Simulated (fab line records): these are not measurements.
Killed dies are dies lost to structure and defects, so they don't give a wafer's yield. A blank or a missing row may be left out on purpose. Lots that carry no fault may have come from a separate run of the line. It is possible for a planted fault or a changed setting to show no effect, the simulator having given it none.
Split-lot study :: flow n5_finfet :: 21 wafers read across 7 lots, on a route 1938 steps long

## ABOUT THE SPLIT
At N5_GATE_CUT_ETCH_56 (etches TiN in Cl2/Ar, target depth 21.6 nm), the setting bias_w was moved away from the recipe's 60 W on 11 of the 21 wafers read, by -16.8% to +14.1%. The other wafers ran this setting at the recipe's value.

The split's own step is where the reading is taken.

## THE READING
etch.depth_nm (the simulator's own value, which no gauge read), in nm, at N5_GATE_CUT_ETCH_56 (etches TiN in Cl2/Ar, target depth 21.6 nm). There is no usual value for it anywhere in the file. The 10 wafers here that ran the recipe average 22.13 nm, standard deviation 0.25 nm.

wafer: L077.1
tool, chamber at the split: rie_metal-02, 0
bias_w as run, W: 60
against the recipe: recipe
etch.depth_nm, nm: 22.12
against lot-mates on the recipe: -

wafer: L077.4
tool, chamber at the split: rie_metal-02, 0
bias_w as run, W: 50.73
against the recipe: -15.5%
etch.depth_nm, nm: 20.9
against lot-mates on the recipe: -1.22

wafer: L077.6
tool, chamber at the split: rie_metal-02, 0
bias_w as run, W: 50.73
against the recipe: -15.5%
etch.depth_nm, nm: 20.68
against lot-mates on the recipe: -1.44

wafer: L080.2
tool, chamber at the split: rie_metal-02, 0
bias_w as run, W: 49.93
against the recipe: -16.8%
etch.depth_nm, nm: 20.93
against lot-mates on the recipe: -1.55

wafer: L080.5
tool, chamber at the split: rie_metal-02, 1
bias_w as run, W: 49.93
against the recipe: -16.8%
etch.depth_nm, nm: 20.65
against lot-mates on the recipe: -1.83

wafer: L080.6
tool, chamber at the split: rie_metal-02, 0
bias_w as run, W: 60
against the recipe: recipe
etch.depth_nm, nm: 22.48
against lot-mates on the recipe: -

wafer: L082.4
tool, chamber at the split: rie_metal-02, 1
bias_w as run, W: 57.17
against the recipe: -4.7%
etch.depth_nm, nm: 21.19
against lot-mates on the recipe: -0.89

wafer: L082.5
tool, chamber at the split: rie_metal-02, 0
bias_w as run, W: 60
against the recipe: recipe
etch.depth_nm, nm: 22.08
against lot-mates on the recipe: -

wafer: L082.6
tool, chamber at the split: rie_metal-02, 1
bias_w as run, W: 57.17
against the recipe: -4.7%
etch.depth_nm, nm: 21.3
against lot-mates on the recipe: -0.78

wafer: L089.2
tool, chamber at the split: rie_metal-03, 0
bias_w as run, W: 60
against the recipe: recipe
etch.depth_nm, nm: 22
against lot-mates on the recipe: -

wafer: L089.3
tool, chamber at the split: rie_metal-03, 1
bias_w as run, W: 68.46
against the recipe: +14.1%
etch.depth_nm, nm: 23.25
against lot-mates on the recipe: +1.25

wafer: L089.5
tool, chamber at the split: rie_metal-03, 0
bias_w as run, W: 68.46
against the recipe: +14.1%
etch.depth_nm, nm: 23.18
against lot-mates on the recipe: +1.18

wafer: L090.3
tool, chamber at the split: rie_metal-02, 1
bias_w as run, W: 60
against the recipe: recipe
etch.depth_nm, nm: 21.61
against lot-mates on the recipe: -

wafer: L090.5
tool, chamber at the split: rie_metal-02, 0
bias_w as run, W: 67.45
against the recipe: +12.4%
etch.depth_nm, nm: 23.02
against lot-mates on the recipe: +1.26

wafer: L090.6
tool, chamber at the split: rie_metal-02, 1
bias_w as run, W: 60
against the recipe: recipe
etch.depth_nm, nm: 21.91
against lot-mates on the recipe: -

wafer: L092.1
tool, chamber at the split: rie_metal-02, 0
bias_w as run, W: 53.49
against the recipe: -10.8%
etch.depth_nm, nm: 21.62
against lot-mates on the recipe: -0.73

wafer: L092.4
tool, chamber at the split: rie_metal-02, 0
bias_w as run, W: 53.49
against the recipe: -10.8%
etch.depth_nm, nm: 21.58
against lot-mates on the recipe: -0.77

wafer: L092.5
tool, chamber at the split: rie_metal-02, 0
bias_w as run, W: 60
against the recipe: recipe
etch.depth_nm, nm: 22.35
against lot-mates on the recipe: -

wafer: L096.3
tool, chamber at the split: rie_metal-02, 0
bias_w as run, W: 60
against the recipe: recipe
etch.depth_nm, nm: 22.36
against lot-mates on the recipe: -

wafer: L096.5
tool, chamber at the split: rie_metal-02, 0
bias_w as run, W: 60
against the recipe: recipe
etch.depth_nm, nm: 22.39
against lot-mates on the recipe: -

wafer: L096.6
tool, chamber at the split: rie_metal-02, 1
bias_w as run, W: 60
against the recipe: recipe
etch.depth_nm, nm: 22.01
against lot-mates on the recipe: -

FIT RESULTS
A straight line over all 21 wafers: etch.depth_nm changes by +0.0778 nm for each +1% of bias_w; r = +0.94; the points scatter about the line by 0.28 nm.
The same after taking each lot's own level away (the mean of its wafers on the recipe; 21 wafers): +0.0911 nm for each +1%; r = +0.98; scatter 0.2 nm.
On that fit, the largest move of bias_w shifts the reading by 1.5 nm.
The lots' own levels span 21.760 to 22.480 nm, that is 2.8 times the standard deviation above.
Hence the slope depends on the lot-to-lot level, as the two fits are not the same.
Check: for one of the wafers moved furthest among these (-16.8%), held out of the fit, the line's prediction against its lot-mates is -1.55 nm. Against them it came out at -1.55 nm.

## OTHER SPLITS ON THESE WAFERS
Before the reading, these wafers also passed through other splits. Each is held against what the fit with the lots' levels taken away leaves over:
other split on the same wafers: N5_FIN_SAQP_ETCH_52 source_w
wafers away from the commonest value: 7
r with etch.depth_nm (lot level and that fit taken away): -0.31

other split on the same wafers: N5_FIN_CUT_COAT_02 spin_rpm
wafers away from the commonest value: 10
r with etch.depth_nm (lot level and that fit taken away): -0.17

other split on the same wafers: N5_FIN_CUT_ETCH_21 time_s
wafers away from the commonest value: 8
r with etch.depth_nm (lot level and that fit taken away): +0.16

other split on the same wafers: N5_DUMMY_GATE_EXPOSE_12 dose_mj
wafers away from the commonest value: 8
r with etch.depth_nm (lot level and that fit taken away): -0.27

other split on the same wafers: N5_SPACER0_ALD_00 ald_cycles
wafers away from the commonest value: 6
r with etch.depth_nm (lot level and that fit taken away): -0.18

other split on the same wafers: N5_SDB_HM_DEP_00 time_s
wafers away from the commonest value: 4
r with etch.depth_nm (lot level and that fit taken away): +0.12

other split on the same wafers: N5_SDB_COAT_03 spin_rpm
wafers away from the commonest value: 6
r with etch.depth_nm (lot level and that fit taken away): -0.08

other split on the same wafers: N5_HKMG_FIN_ETCH_55 time_s
wafers away from the commonest value: 7
r with etch.depth_nm (lot level and that fit taken away): -0.20

## THE FILE'S OWN FIT
etch.depth_nm changes by +0.0926 nm for each +1% of bias_w, r = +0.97.
